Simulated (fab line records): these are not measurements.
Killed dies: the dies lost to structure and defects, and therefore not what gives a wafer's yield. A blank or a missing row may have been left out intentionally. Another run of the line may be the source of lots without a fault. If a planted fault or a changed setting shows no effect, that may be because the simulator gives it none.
Which tool was responsible? ; flow n5 finfet ; 10 lots, 27 wafers sampled, at 5 steps of a route of 1938

WHAT THE GAUGES SHOWED, per wafer
N5_BEOL_M4_RC_MEAS_101. Usual: DIBL_N 36.2 mV/V, standard deviation 2; DIBL_P 36.1 mV/V, standard deviation 2.4; IOFF_N 0.16 nA/um, standard deviation 0.035; IOFF_P 0.22 nA/um, standard deviation 0.041; ION_N 675 uA/um, standard deviation 14; ION_P 465 uA/um, standard deviation 8.6; SS_N 71.5 mV/dec, standard deviation 0.64; SS_P 73.2 mV/dec, standard deviation 0.76; VT_N 250 mV, standard deviation 3.9; VT_P -249 mV, standard deviation 3.4.
lot;measured;on;DIBL_N (mV/V);DIBL_P (mV/V);IOFF_N (nA/um);IOFF_P (nA/um);ION_N (uA/um);ION_P (uA/um);SS_N (mV/dec);SS_P (mV/dec);VT_N (mV);VT_P (mV);flag
L711;day 8 07:03;prober-02;38.0 38.1;37.1 37.0;0.19 0.19;0.23 0.22;692 686;470 465;72.1 71.9;73.5 73.8;247 249;-248 -252;
L721;day 10 10:59;prober-02;36.6 39.9 39.2;35.6 38.2 39.2;0.15 0.20 0.21;0.20 0.24 0.23;679 688 693;463 464 468;71.3 72.2 72.0;73.9 74.2 74.3;250 248 246;-251 -248 -249;
L722;day 11 05:33;prober-01;38.2 35.1 32.3;39.7 34.7 31.9;0.21 0.14 0.10;0.33 0.23 0.18;696 664 664;486 467 468;71.9 71.1 70.6;73.6 73.7 70.9;245 249 255;-240 -247 -249;
L723;day 11 16:47;prober-02;34.5 37.8 36.8;37.1 40.2 39.5;0.17 0.21 0.19;0.26 0.30 0.29;700 692 701;483 479 482;71.5 72.4 71.1;73.2 73.9 73.4;245 248 248;-246 -243 -244;
L727;day 12 00:33;prober-01;36.6 33.0;37.2 31.7;0.16 0.10;0.23 0.16;677 653;472 453;71.4 71.0;72.4 71.6;249 255;-246 -251;
L728;day 12 08:17;prober-02;34.9 38.7 40.8;33.2 37.5 40.7;0.13 0.19 0.24;0.18 0.24 0.28;677 674 703;466 463 472;70.9 72.2 72.0;72.7 74.4 74.0;251 248 243;-251 -247 -247;
L730;day 13 05:14;prober-02;34.1 36.5;34.6 36.2;0.12 0.16;0.19 0.19;664 652;465 443;71.1 72.1;73.1 74.3;257 251;-251 -254;
L732;day 13 07:56;prober-02;35.1 39.0 39.5;34.5 38.9 40.1;0.12 0.17 0.18;0.15 0.20 0.21;673 664 679;450 453 456;70.5 72.7 72.6;73.3 74.4 73.8;255 254 256;-255 -252 -253;
L731;day 13 09:20;prober-02;38.8 36.6 33.3;35.0 34.5 30.0;0.19 0.15 0.10;0.21 0.21 0.16;685 670 654;461 461 456;71.5 71.7 70.7;73.3 73.6 71.6;249 250 254;-251 -249 -252;
L733;day 13 10:43;prober-01;36.4 37.7 38.0;34.9 37.5 37.4;0.14 0.19 0.18;0.19 0.22 0.24;669 682 678;456 464 461;71.8 71.5 72.2;72.9 74.7 74.3;253 247 250;-251 -251 -246;

N5_BEOL_M10_THK_MEAS_01. Usual: M10_ILD_THK 268 nm, standard deviation 3.6.
lot;measured;on;M10_ILD_THK (nm);flag
L711;day 10 13:30;film metro-02;267 272;
L721;day 12 14:18;film metro-02;309 305 309;OFF
L722;day 13 07:37;film metro-01;314 312 316;OFF
L723;day 13 15:11;film metro-02;302 307 309;OFF
L727;day 14 00:56;film metro-02;264 272;
L728;day 14 03:57;film metro-01;266 271 273;
L730;day 15 05:22;film metro-01;263 267;
L732;day 15 06:14;film metro-01;261 266 271;
L731;day 15 16:53;film metro-01;266 271 267;
L733;day 15 13:47;film metro-02;267 275 274;

TOOL THAT RAN EACH LOT (tool first, then ch and the chambers of the sampled wafers, then the start)
lot;N5_BEOL_M9_CURE_72;N5_BEOL_M9_CMP_52;N5_BEOL_M10_CURE_71
L711;uv cure-02 ch 1, day 10 10:32;cmp-03 ch 0,3, day 10 12:26;uv cure-02 ch 1, day 10 13:04
L721;uv cure-02 ch 2, day 12 08:53;cmp-04 ch 0,1,3, day 12 13:08;uv cure-02 ch 0, day 12 13:47
L722;uv cure-01 ch 2, day 13 04:50;cmp-01 ch 2,3, day 13 06:32;uv cure-02 ch 1, day 13 07:16
L723;uv cure-01 ch 2, day 13 12:14;cmp-01 ch 2,3, day 13 14:02;uv cure-01 ch 0, day 13 14:50
L727;uv cure-03 ch 2, day 13 20:53;cmp-01 ch 0,3, day 13 23:23;uv cure-02 ch 0, day 14 00:16
L728;uv cure-03 ch 2, day 13 23:56;cmp-01 ch 0,1,2, day 14 02:52;uv cure-03 ch 1, day 14 03:26
L730;uv cure-02 ch 2, day 15 00:20;cmp-03 ch 2,3, day 15 04:18;uv cure-01 ch 0, day 15 04:56
L732;uv cure-03 ch 0, day 15 03:04;cmp-04 ch 1,2, day 15 05:07;uv cure-03 ch 0, day 15 05:43
L731;uv cure-01 ch 1, day 15 12:59;cmp-03 ch 0,1,3, day 15 15:51;uv cure-01 ch 0, day 15 16:23
L733;uv cure-01 ch 1, day 15 10:15;cmp-01 ch 2,3, day 15 12:40;uv cure-01 ch 0, day 15 13:22
- N5_BEOL_M9_CURE_72: cures SiCOH lowk, time 120 s.
- N5_BEOL_M9_CMP_52: polishes, stops on SiCOH lowk, t overpolish 7 s, target thk 140 nm.
- N5_BEOL_M10_CURE_71: cures SiCOH lowk, time 240 s.

AS READ BY THE TOOLS THEMSELVES (means over the sampled wafers that have a number; for cases with no such wafer, the mark the record gives instead)
N5_BEOL_M9_CURE_72. Usual: lamp power pct 52.32 %, standard deviation 0.052; run length s 178.1 s, standard deviation 1; wafer_temp_C_max 372.1, standard deviation 0.64.
lot;tool;lamp power pct (%);run length s (s);wafer_temp_C_max;flag
L711;uv cure-02;52.27;178.1;372.6;
L721;uv cure-02;52.35;177.6;372.2;
L722;uv cure-01;52.42;177.9;372.2;
L723;uv cure-01;52.34;178.2;372.4;
L727;uv cure-03;52.34;177.8;372.4;
L728;uv cure-03;52.31;177.4;372.0;
L730;uv cure-02;52.39;177.6;373.4;
L732;uv cure-03;52.29;177.4;371.2;
L731;uv cure-01;52.27;177.2;372.9;
L733;uv cure-01;52.31;177.2;372.6;

N5_BEOL_M9_CMP_52. Usual: barrier field endpoint s 28.8 s, standard deviation 0.91; clearing platen down force psi 1.500 psi, standard deviation 0.0034; motor current A 6.2 A, standard deviation 0.74; overpolish run s 7.002 s, standard deviation 0.0086; platen rpm 50.00 rpm, standard deviation 0.035; retaining ring pressure frac 1.000, standard deviation 0.0046; time to endpoint s 67 s, standard deviation 4.8.
lot;tool;barrier field endpoint s (s);clearing platen down force psi (psi);motor current A (A);overpolish run s (s);platen rpm (rpm);retaining ring pressure frac;time to endpoint s (s);flag
L711;cmp-03;28.3;1.496;6.8;7.011;49.99;1.003;62;
L721;cmp-04;28.3;1.501;6.1;7.007;50.05;1.003;69;
L722;cmp-01;28.2;1.497;6.3;7.012;50.06;0.996;68;
L723;cmp-01;29.2;1.501;6.3;7.000;50.01;0.996;68;
L727;cmp-01;27.4;1.502;5.7;7.005;50.05;1.000;60;
L728;cmp-01;28.3;1.498;5.9;7.003;50.04;1.000;64;
L730;cmp-03;29.2;1.502;7.1;7.002;49.99;1.001;66;
L732;cmp-04;29.2;1.498;6.2;6.996;49.98;0.998;68;
L731;cmp-03;29.2;1.502;6.3;7.000;50.01;1.000;67;
L733;cmp-01;29.3;1.501;6.4;6.995;49.99;0.997;66;

N5_BEOL_M10_CURE_71. Usual: lamp power pct 52.31 %, standard deviation 0.055; run length s 286.1 s, standard deviation 1.1; wafer_temp_C_max 387.0, standard deviation 0.66.
lot;tool;lamp power pct (%);run length s (s);wafer_temp_C_max;flag
L711;uv cure-02;52.28;286.6;387.1;
L721;uv cure-02;-;-;-;OFF
L722;uv cure-02;-;-;-;OFF
L723;uv cure-01;-;-;-;OFF
L727;uv cure-02;52.28;290.5;387.2;OFF
L728;uv cure-03;52.30;285.2;386.8;
L730;uv cure-01;52.31;286.6;386.1;
L732;uv cure-03;52.30;285.7;386.7;
L731;uv cure-01;52.32;286.7;386.4;
L733;uv cure-01;52.32;286.4;386.3;

THE ANSWER, worked out from the rows above alone
Rule: lot off if the mean of its wafers having a number is beyond 3 standard deviations from the usual mean. Also off: a lot with no number at a reading for which 4 or more lots have one. Where the step has rows for the other lots, those lots are counted as sound. Order of review: gauges by route order, followed by the tools' own readings, for which a lot's mean as printed above is used. At the first step where some lot is off, the reading lying furthest off is the one used; lots without a number count as furthest.
Off: at N5_BEOL_M10_THK_MEAS_01 (M10_ILD_THK), L721, L722, L723.
A tool fits if, at a process step before that reading, it ran every lot that is off, and no sound lot after the first of them. The gauges at N5_BEOL_M10_THK_MEAS_01 aren't tried: what is off there is off at N5_BEOL_M10_CURE_71 too, on other tools, and a gauge's error can't cause that. Not one of the candidates tried fits.

WHAT HAD BEEN PUT IN BY THE SIMULATOR
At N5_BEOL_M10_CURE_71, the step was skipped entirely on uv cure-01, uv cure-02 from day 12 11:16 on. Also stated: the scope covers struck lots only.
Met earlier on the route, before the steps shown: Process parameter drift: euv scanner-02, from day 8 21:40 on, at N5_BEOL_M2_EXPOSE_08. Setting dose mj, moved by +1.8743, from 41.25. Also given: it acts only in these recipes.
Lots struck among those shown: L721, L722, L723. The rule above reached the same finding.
